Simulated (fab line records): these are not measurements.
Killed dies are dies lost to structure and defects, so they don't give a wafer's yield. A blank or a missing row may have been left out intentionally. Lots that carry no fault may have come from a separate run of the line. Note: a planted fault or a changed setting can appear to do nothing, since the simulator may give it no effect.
fab line records | flow n5Finfet
[record] lots = 11 wafers = 31 lastDay = 19
route steps=1938 shown SDB@347 DUMMY_REMOVAL@381 HKMG_FIN@388 BEOL_M4@1111 PASSIVATION@1936
lots that met no fault: taken from a fault-free run of the same line
startH: start of the lot's first displayed wafer, in hours after the record's first day | waitH: hours elapsed since this lot's preceding step | " same as the row above | L1.1+2: a row that stands for several wafers | - no value present, or no start provided | * or withheld: withheld | < > ~ a bound
route shown NAME@n: names a module that has steps shown in the file, with the first one's number in the route | usual: average and standard deviation across the fault-free wafers | same: alike in all rows | chamber/n: place in a boat | sites: readings site by site | _std_site: the standard deviation of these | _edge_site: inner sites' mean taken away from outer sites' mean | radiusMm: for every site, how far away it sits from the centre of the wafer | mask NAME#n: copy n | behind: tool/chamber where the wafer was last shaped | hold: what put the lot on hold/how long, in hours/how the hold closed | device: names the non-switching transistor (n, p or np) | end of line: the same wafers' tests at the end of the route | step lacking rows: just its recipe | killed: dies lost to structure and defects at the first sort, not the wafer's yield | map: shows each die of a wafer: x if killed, . if not, _ if none is there
set.NAME: the setting as run; set.NAME@STEP: as run at that earlier step | model.NAME: the simulator's own value behind a step, which no gauge read
a sample of lots followed through the steps of the route, with each step as a table and each wafer as a row
services: from which hour (startH, from the record's first day; less than 0 if before it) a tool's chamber was out of use, for how many hours, and why
[[steps]]
[step N5_SDB_HM_DEP_00]
[recipe] material = SiNx targetThkA = 400 tempC = 400 precursor = SiH4/NH3/N2 pressureTorr = 1.5 rfW = 300 timeS = 35.3
[usual] heaterPowerW = 742/70 showerheadPlenumPTorr = 5.15/0.07 susceptorTempC = 400.02/0.22 throttleValvePct = 41.4/2.3
// columns lot.wafer tool chamber startH waitH heaterPowerW showerheadPlenumPTorr susceptorTempC throttleValvePct
L769.3 pecvd-01 2 64.22 0.0 764 5.03 400.19 45.2
L769.5 " 2 " " 773 5.02 400.16 45.5
L769.6 " 0 " " 785 5.14 400.20 41.5
L770.2 pecvd-01 1 73.53 0.0 835 5.24 399.81 40.8
L770.3 " 2 " " 671 5.04 399.92 45.7
L770.5 " 1 " " 839 5.23 399.65 40.5
L771.1 pecvd-03 0 78.69 0.0 734 5.14 399.96 40.5
L771.2 " 1 " " 820 5.11 400.06 44.0
L771.6 " 0 " " 710 5.16 400.00 40.3
L773.1 pecvd-01 2 89.29 0.0 774 5.03 400.34 45.5
L773.3 " 1 " " 864 5.23 399.91 40.4
L773.4 " 1 " " 879 5.23 399.77 40.7
L774.1 pecvd-04 0 96.96 0.0 697 5.23 400.29 43.0
L774.3 " 2 " " 827 5.04 399.72 37.4
L774.6 " 0 " " 678 5.22 400.20 42.9
L775.5 pecvd-01 2 102.39 0.1 774 5.04 399.78 45.3
L775.6 " 0 " " 804 5.13 399.84 41.6
L777.1 pecvd-04 1 116.61 0.0 706 5.23 400.32 41.2
L777.2 " 2 " " 820 5.04 399.97 37.1
L777.6 " 0 " " 650 5.22 400.07 43.2
L780.1 pecvd-01 0 132.56 0.0 823 5.13 399.97 41.8
L780.6 " 2 " " 775 5.03 400.22 45.5
L781.1 pecvd-04 2 140.13 0.0 882 5.05 399.94 37.8
L781.3 " 1 " " 675 5.21 400.17 41.4
L781.5 " 2 " " 852 5.04 400.23 37.7
L790.1 pecvd-03 2 189.55 0.0 692 5.16 400.28 38.8
L790.4 " 0 " " 783 5.15 400.26 41.1
L790.6 " 2 " " 670 5.15 400.39 39.1
L792.1 pecvd-03 2 206.91 0.0 683 5.16 399.72 39.2
L792.3 " 1 " " 693 5.13 400.04 43.9
L792.6 " 2 " " 680 5.16 399.75 39.0
[step N5_DUMMY_REMOVAL_INSPECT_06]
[recipe] inspectInstrument = brightfield mode = aei
[usual] rawDefectCount = 12/4.6
// columns lot.wafer tool chamber startH waitH rawDefectCount
L769.3 defectInspect-02 - 68.86 0.0 8
L769.5 " - " " 11
L769.6 " - " " 11
L770.2 defectInspect-02 - 78.54 0.0 7
L770.3 " - " " 5
L770.5 " - " " 7
L771.1 defectInspect-01 - 83.30 0.0 8
L771.2 " - " " 6
L771.6 " - " " 14
L773.1 defectInspect-01 - 94.02 0.0 15
L773.3 " - " " 26
L773.4 " - " " 20
L774.1 defectInspect-02 - 101.46 0.0 9
L774.3 " - " " 5
L774.6 " - " " 9
L775.5 defectInspect-02 - 107.46 0.0 12
L775.6 " - " " 7
L777.1 defectInspect-01 - 121.42 0.0 4
L777.2 " - " " 16
L777.6 " - " " 11
L780.1 defectInspect-01 - 137.31 0.0 12
L780.6 " - " " 4
L781.1 defectInspect-01 - 144.75 0.0 19
L781.3 " - " " 21
L781.5 " - " " 15
L790.1 defectInspect-02 - 194.22 0.0 14
L790.4 " - " " 6
L790.6 " - " " 12
L792.1 defectInspect-02 - 211.56 0.0 17
L792.3 " - " " 20
L792.6 " - " " 15
[step N5_DUMMY_REMOVAL_PRECLEAN_08]
[recipe] chemistry = NF3:NH3 afsCycles = 2 tempC = 30 timeS = 20 sublimationTempC = 180 sublimationTimeS = 60 pressureTorr = 3 rfPowerW = 30
[usual] sublimationTempC = 180.00/0.15 timeS = 20/0
[same] afsCycles = 2
// columns lot.wafer tool chamber startH waitH sublimationTempC timeS
L769.3 remotePlasma-01 1 68.95 0.1 180.09 20
L769.5 " 1 " " 180.27 20
L769.6 " 1 " " 180.07 20
L770.2 remotePlasma-02 0 78.61 0.1 180.21 20
L770.3 " 0 " " 180.01 20
L770.5 " 0 " " 180.05 20
L771.1 remotePlasma-01 0 83.34 0.0 180.09 20
L771.2 " 0 " " 179.88 20
L771.6 " 0 " " 180.04 20
L773.1 remotePlasma-01 0 94.06 0.0 180.03 20
L773.3 " 0 " " 180.01 20
L773.4 " 0 " " 179.79 20
L774.1 remotePlasma-01 0 101.50 0.0 180.02 20
L774.3 " 0 " " 180.06 20
L774.6 " 0 " " 179.89 20
L775.5 remotePlasma-01 0 107.61 0.2 180.06 20
L775.6 " 0 " " 180.01 20
L777.1 remotePlasma-02 1 121.46 0.0 180.07 20
L777.2 " 1 " " 180.10 20
L777.6 " 1 " " 180.26 20
L780.1 remotePlasma-02 0 137.35 0.0 179.67 27.105
L780.6 " 0 " " 179.71 20
L781.1 remotePlasma-02 0 144.78 0.0 179.88 27.105
L781.3 " 0 " " 180.13 20
L781.5 " 0 " " 180.12 20
L790.1 remotePlasma-01 0 194.26 0.0 180.00 20
L790.4 " 0 " " 179.96 20
L790.6 " 0 " " 179.98 20
L792.1 remotePlasma-02 0 211.60 0.0 180.27 20
L792.3 " 0 " " 180.02 20
L792.6 " 0 " " 180.10 20
[step N5_HKMG_FIN_ALD_74]
[recipe] material = La2O3 targetThkA = 5 tempC = 250 aldPrecursorFamily = La-Cp aldCoReactant = O3 pulseTimeS = 6 coReactantPulseTimeS = 1 purgeTimeS = 3 coReactantPurgeTimeS = 3
[usual] heaterPowerW = 350/35 precursorPulseHeightRel = 1.002/0.022 susceptorTempC = 250.02/0.17
// columns lot.wafer tool chamber startH waitH heaterPowerW precursorPulseHeightRel susceptorTempC
L769.3 aldHk-02 3 69.62 0.1 328 0.972 250.05
L769.5 " 2 " " 358 1.014 250.10
L769.6 " 1 " " 390 1.002 249.95
L770.2 aldHk-02 3 79.30 0.2 315 0.968 249.59
L770.3 " 0 " " 399 1.012 249.95
L770.5 " 1 " " 390 0.941 249.64
L771.1 aldHk-03 0 84.18 0.2 321 1.028 250.21
L771.2 " 2 " " 313 0.965 250.17
L771.6 " 3 " " 361 0.994 250.26
L773.1 aldHk-01 0 94.78 0.2 374 1.015 250.54
L773.3 " 3 " " 366 0.984 250.11
L773.4 " 2 " " 336 1.017 249.89
L774.1 aldHk-02 0 102.42 0.2 400 0.985 249.93
L774.3 " 2 " " 355 1.000 250.04
L774.6 " 2 " " 356 1.011 250.18
L775.5 aldHk-01 0 108.49 0.1 375 1.049 250.01
L775.6 " 1 " " 282 0.948 250.04
L777.1 aldHk-02 1 122.32 0.2 400 1.025 250.01
L777.2 " 2 " " 357 0.963 249.77
L777.6 " 3 " " 324 1.026 249.73
L780.1 aldHk-01 2 138.07 0.2 341 1.001 249.97
L780.6 " 1 " " 274 1.022 249.96
L781.1 aldHk-03 2 145.69 0.2 307 0.983 250.06
L781.3 " 1 " " 337 1.028 250.05
L781.5 " 2 " " 305 0.995 250.29
L790.1 aldHk-01 2 195.01 0.2 350 1.033 250.19
L790.4 " 3 " " 365 1.012 250.04
L790.6 " 3 " " 371 1.021 249.99
L792.1 aldHk-03 2 212.34 0.2 317 1.016 250.29
L792.3 " 0 " " 325 1.076 249.94
L792.6 " 2 " " 319 0.999 250.12
[step N5_BEOL_M4_RC_MEAS_101]
[usual] DIBL_N = 36.0/1.6 DIBL_P = 35.8/2 IOFF_N = 0.152/0.03 IOFF_P = 0.20/0.031 ION_N = 670/12 ION_P = 459/7.4 SS_N = 71.5/0.56 SS_P = 73.2/0.64 VT_N = 251/3.5 VT_P = -252/3.3
// columns lot.wafer tool chamber startH waitH DIBL_N[mV/V] DIBL_P[mV/V] IOFF_N[nA/um] IOFF_P[nA/um] ION_N[uA/um] ION_P[uA/um] SS_N[mV/dec] SS_P[mV/dec] VT_N[mV] VT_P[mV]
L769.3 prober-02 0 200.04 0.3 36.5 36.9 0.170 0.23 681 467 72.2 73.9 246 -247
L769.5 " 0 " " 36.4 36.1 0.159 0.22 664 457 72.2 73.9 251 -246
L769.6 " 0 " " 35.1 35.6 0.143 0.22 675 469 72.0 73.2 252 -246
L770.2 prober-02 0 203.82 0.2 36.7 35.8 0.154 0.20 674 462 72.0 73.0 251 -253
L770.3 " 0 " " 36.7 35.5 0.141 0.19 657 454 71.0 73.0 254 -254
L770.5 " 0 " " 33.5 31.3 0.101 0.15 650 450 71.0 72.1 255 -256
L771.1 prober-02 0 205.93 0.0 37.0 37.4 0.162 0.21 683 468 70.9 74.1 248 -250
L771.2 " 0 " " 35.3 34.5 0.136 0.17 675 464 71.0 72.6 249 -253
L771.6 " 0 " " 35.9 34.9 0.135 0.18 659 451 70.8 73.1 252 -255
L773.1 prober-01 0 219.21 0.0 37.4 36.7 0.151 0.20 674 461 71.8 73.6 253 -252
L773.3 " 0 " " 35.9 35.6 0.125 0.18 656 455 71.3 73.2 255 -250
L773.4 " 0 " " 37.2 37.0 0.155 0.20 680 463 72.1 73.6 250 -253
L774.1 prober-01 0 238.45 0.0 33.6 34.2 0.113 0.19 644 456 71.4 72.4 255 -247
L774.3 " 0 " " 36.9 38.5 0.172 0.26 676 473 71.7 73.6 248 -245
L774.6 " 0 " " 34.7 35.2 0.136 0.21 673 473 71.2 72.9 253 -248
L775.5 prober-02 0 239.46 0.6 36.8 37.0 0.170 0.20 665 449 71.2 73.4 247 -253
L775.6 " 0 " " 34.7 35.1 0.134 0.18 667 457 71.4 73.4 253 -252
L777.1 prober-01 0 245.94 0.0 34.2 33.1 0.111 0.15 654 447 71.0 71.8 257 -257
L777.2 " 0 " " 35.1 34.1 0.124 0.15 647 441 71.6 72.7 255 -255
L777.6 " 0 " " 36.6 36.1 0.150 0.18 663 451 72.1 73.1 251 -256
L780.1 prober-01 0 275.60 0.0 35.9 34.7 0.117 0.17 644 445 71.8 72.6 261 -257
L780.6 " 0 " " 37.3 37.2 0.154 0.21 669 456 72.3 73.1 253 -252
L781.1 prober-02 0 281.04 0.0 34.5 32.2 0.114 0.14 664 451 71.0 72.1 250 -257
L781.3 " 0 " " 36.3 34.5 0.143 0.17 661 451 70.6 72.8 248 -253
L781.5 " 0 " " 40.9 40.2 0.233 0.25 689 461 72.9 74.1 242 -250
L790.1 prober-02 0 315.94 0.0 35.4 35.1 0.126 0.16 651 441 71.2 72.9 253 -254
L790.4 " 0 " " 35.7 37.0 0.139 0.18 671 461 71.3 73.1 253 -252
L790.6 " 0 " " 38.8 40.0 0.190 0.23 671 449 72.2 74.8 247 -251
L792.1 prober-02 0 347.34 0.0 34.3 34.4 0.129 0.17 655 454 70.4 72.7 250 -253
L792.3 " 0 " " 31.8 30.1 0.087 0.11 632 435 71.7 71.6 259 -261
L792.6 " 0 " " 33.2 32.1 0.113 0.14 658 449 71.2 72.2 255 -258
[step N5_PASSIVATION_PROBE_49]
[usual] defectLimitedYield = 91.6/1.4 killed_at_M0_to_M3 = 33/10 killed_at_M4_up = 13/5.3 killedAtContacts = 13/5.9 killedAtFrontEnd = 36/12 killedAtOther = 4/3.1 killedDies = 99/16 killedOpen = 65/13 killedShort = 32/7.3 sort_bin_5_function = 4.9/0.9 sort_bin_6_memory = 3.1/0.66 sort_bin_8_speed = 0.0/0.42 sortNPass = 1081/17 sortYieldPct = 91.6/1.4
[same] grossDies = 1180 killedAtBackSide = 0 sort_bin_4_leakage[%] = 0
// columns lot.wafer tool chamber startH waitH defectLimitedYield[%] killed_at_M0_to_M3 killed_at_M4_up killedAtContacts killedAtFrontEnd killedAtOther killedDies killedOpen killedShort sort_bin_5_function[%] sort_bin_6_memory[%] sort_bin_8_speed[%] sortNPass sortYieldPct[%]
L780.1 prober-02 - 379.39 0.0 87.4 52 11 9 72 5 149 106 43 7.2 5.0 0.3 1028 87.1
L780.6 prober-02 - 379.64 0.3 90.5 31 11 9 52 9 112 80 31 5.7 3.6 0 1068 90.5
L781.1 prober-02 - 385.20 0.0 91.0 28 16 11 49 2 106 73 33 5.0 3.6 0 1074 91.0
L781.3 prober-02 - 385.30 0.1 91.4 24 18 13 43 3 101 66 29 5.5 2.4 0 1079 91.4
L781.5 prober-02 - 385.40 0.2 92.1 33 8 9 41 2 93 56 36 4.9 2.9 0 1087 92.1
// killed by level:class
L780.1 FIN_SAQP:geometricParticle:open=22 STI_FIN_REVEAL:geometricParticle:open=21 FIN_SAQP:geometricParticle:short=14 BEOL_M2:geometricParticle:open=14 MOL_CONTACT_COAG:geometricParticle:open=9 BEOL_M0_SAQP:geometricParticle:short=7 BEOL_M1:geometricParticle:open=7 BEOL_M3:geometricParticle:open=7
L780.6 FIN_SAQP:geometricParticle:open=20 FIN_SAQP:geometricParticle:short=12 STI_FIN_REVEAL:geometricParticle:open=7 MOL_CONTACT_COAG:geometricParticle:open=7 BEOL_M2:geometricParticle:open=6 BEOL_M1:geometricParticle:open=5 BEOL_M3:geometricParticle:open=5 MIM_TOP_ETCH:geometricParticle:open=5
L781.1 FIN_SAQP:geometricParticle:open=21 BEOL_M2:geometricParticle:open=9 MOL_CONTACT_COAG:geometricParticle:open=7 DUMMY_GATE:geometricParticle:open=7 FIN_SAQP:geometricParticle:short=6 BEOL_M0_SAQP:geometricParticle:open=6 BEOL_M0_SAQP:geometricParticle:short=6 BEOL_M4:geometricParticle:open=6
L781.3 FIN_SAQP:geometricParticle:open=13 MOL_CONTACT_COAG:geometricParticle:open=10 BEOL_M0_SAQP:geometricParticle:open=7 BEOL_M4:geometricParticle:open=7 HKMG_FIN:areaEtch=6 DUMMY_GATE:geometricParticle:open=5 BEOL_M0_SAQP:geometricParticle:short=5 BEOL_M7:geometricParticle:open=4
L781.5 FIN_SAQP:geometricParticle:short=9 FIN_SAQP:geometricParticle:open=9 BEOL_M0_SAQP:geometricParticle:short=9 MOL_CONTACT_COAG:geometricParticle:open=8 BEOL_M2:geometricParticle:open=8 GATE_CUT:geometricParticle:short=6 STARTING-WAFER:geometricParticle:open=6 BEOL_M0_SAQP:geometricParticle:open=5
[[services]]
// columns tool chamber startH hours kind
pecvd-04 - 58.69 4.3 pm
pecvd-01 - 59.16 2.8 pm
pecvd-04 - 63.57 1.6 repair
pecvd-01 1 96.26 6.5 repair
aldHk-03 - 102.13 14.6 pm
pecvd-03 - 102.54 6.0 pm
aldHk-02 - 105.97 8.7 pm
pecvd-03 - 162.43 2.2 repair
aldHk-03 - 166.19 2.8 pm
pecvd-04 1 196.95 5.5 scheduledDown
pecvd-04 - 203.08 1.3 repair
aldHk-02 - 206.69 2.8 pm
[[key]]
[firstSign] step = N5_DUMMY_REMOVAL_PRECLEAN_08 reading = timeS direction = up sigmas = 99+ usual = * struck = *
effect none on later readings
metAt N5_DUMMY_REMOVAL_PRECLEAN_08
struckLots L780,L781
struckWafers L780.1,L781.1
notActingAt N5_SDB_HM_DEP_00,N5_DUMMY_REMOVAL_INSPECT_06,N5_HKMG_FIN_ALD_74
onsetBetween 121.46 137.35
[fault] kind = processParameterDrift tool = remotePlasma-02 chamber = - onsetH = 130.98 steps = N5_DUMMY_REMOVAL_PRECLEAN_08 channel = timeS offset = * shape = step endH = 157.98 scope = struckWafersOnly actsIn = * stated = *
